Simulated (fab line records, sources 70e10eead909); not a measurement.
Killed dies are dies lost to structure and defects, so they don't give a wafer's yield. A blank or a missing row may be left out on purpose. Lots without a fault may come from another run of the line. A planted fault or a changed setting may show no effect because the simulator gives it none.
Chamber matching | flow nand_harc | NHARC_P_BONDPAD_ACTIVATE_29 on rie_diel-02: 4 sister chambers
The step chemistry N2, time 60 s. 20 wafers are shown with their chamber, then 10 later ones without.

WAFERS WITH THEIR CHAMBER
wafer  | chamber | showerhead_plenum_p_Torr (Torr) | drypump_motor_current_A (A) | oes_product_au (a.u.)
L895.1 | 3       | 1.86                            | 6.0                         | 1.023
L895.3 | 2       | 1.67                            | 5.9                         | 0.979
L895.5 | 2       | 1.67                            | 5.9                         | 0.982
L896.1 | 1       | 1.64                            | 6.5                         | 1.008
L896.4 | 2       | 1.67                            | 5.9                         | 0.980
L896.6 | 3       | 1.86                            | 6.0                         | 1.012
L897.2 | 1       | 1.64                            | 6.5                         | 1.005
L897.5 | 2       | 1.67                            | 5.9                         | 0.990
L897.6 | 1       | 1.64                            | 6.5                         | 1.008
L898.3 | 0       | 1.84                            | 5.3                         | 0.997
L898.4 | 2       | 1.67                            | 5.9                         | 0.983
L898.6 | 1       | 1.64                            | 6.5                         | 1.021
L901.1 | 3       | 1.85                            | 6.0                         | 1.011
L901.3 | 1       | 1.64                            | 6.5                         | 0.981
L901.5 | 1       | 1.64                            | 6.5                         | 0.989
L902.2 | 3       | 1.85                            | 6.1                         | 1.003
L902.3 | 1       | 1.64                            | 6.5                         | 0.989
L902.4 | 0       | 1.84                            | 5.2                         | 0.962
L903.2 | 1       | 1.64                            | 6.5                         | 0.992
L903.3 | 3       | 1.85                            | 6.0                         | 1.007

SIGNATURES (means of the wafers above)
reading                  | chamber 0 | chamber 1 | chamber 2 | chamber 3 | scatter within a chamber
showerhead_plenum_p_Torr | 1.8400    | 1.6400    | 1.6700    | 1.8540    | 0.00274
drypump_motor_current_A  | 5.250     | 6.500     | 5.900     | 6.020     | 0.0285
oes_product_au           | 0.97950   | 0.99912   | 0.98280   | 1.01120   | 0.0116
Rule: a wafer's distance from a chamber is the root of the sum, over the readings, of the square of ((its reading less the chamber's mean) divided by the reading's scatter). The wafer belongs to the nearest chamber; if the next one is less than 2 further off, it can't be placed. The scatter: the root of (the sum of the squares of (reading less its chamber's mean) over the shown wafers, divided by (wafers less chambers)).

WAFERS WITHOUT THEIR CHAMBER
wafer  | showerhead_plenum_p_Torr (Torr) | drypump_motor_current_A (A) | oes_product_au (a.u.)
L903.5 | 1.85                            | 6.0                         | 0.999
L904.1 | 1.84                            | 5.3                         | 0.978
L904.5 | 1.84                            | 5.3                         | 0.979
L904.6 | 1.85                            | 6.1                         | 0.995
L906.1 | 1.84                            | 5.2                         | 0.986
L906.3 | 1.67                            | 5.9                         | 0.985
L906.4 | 1.67                            | 5.9                         | 0.984
L913.2 | 1.85                            | 6.0                         | 1.002
L913.4 | 1.64                            | 6.5                         | 0.999
L913.5 | 1.83                            | 5.3                         | 0.983

WHICH CHAMBER EACH WENT THROUGH
wafer  | from the rows above | in truth
L903.5 | 3                   | 3
L904.1 | 0                   | 0
L904.5 | 0                   | 0
L904.6 | 3                   | 3
L906.1 | 0                   | 0
L906.3 | 2                   | 2
L906.4 | 2                   | 2
L913.2 | 3                   | 3
L913.4 | 1                   | 1
L913.5 | 0                   | 0
Placed correctly: 10 of 10. Can't be placed from these rows: 0. Placed wrongly: 0.
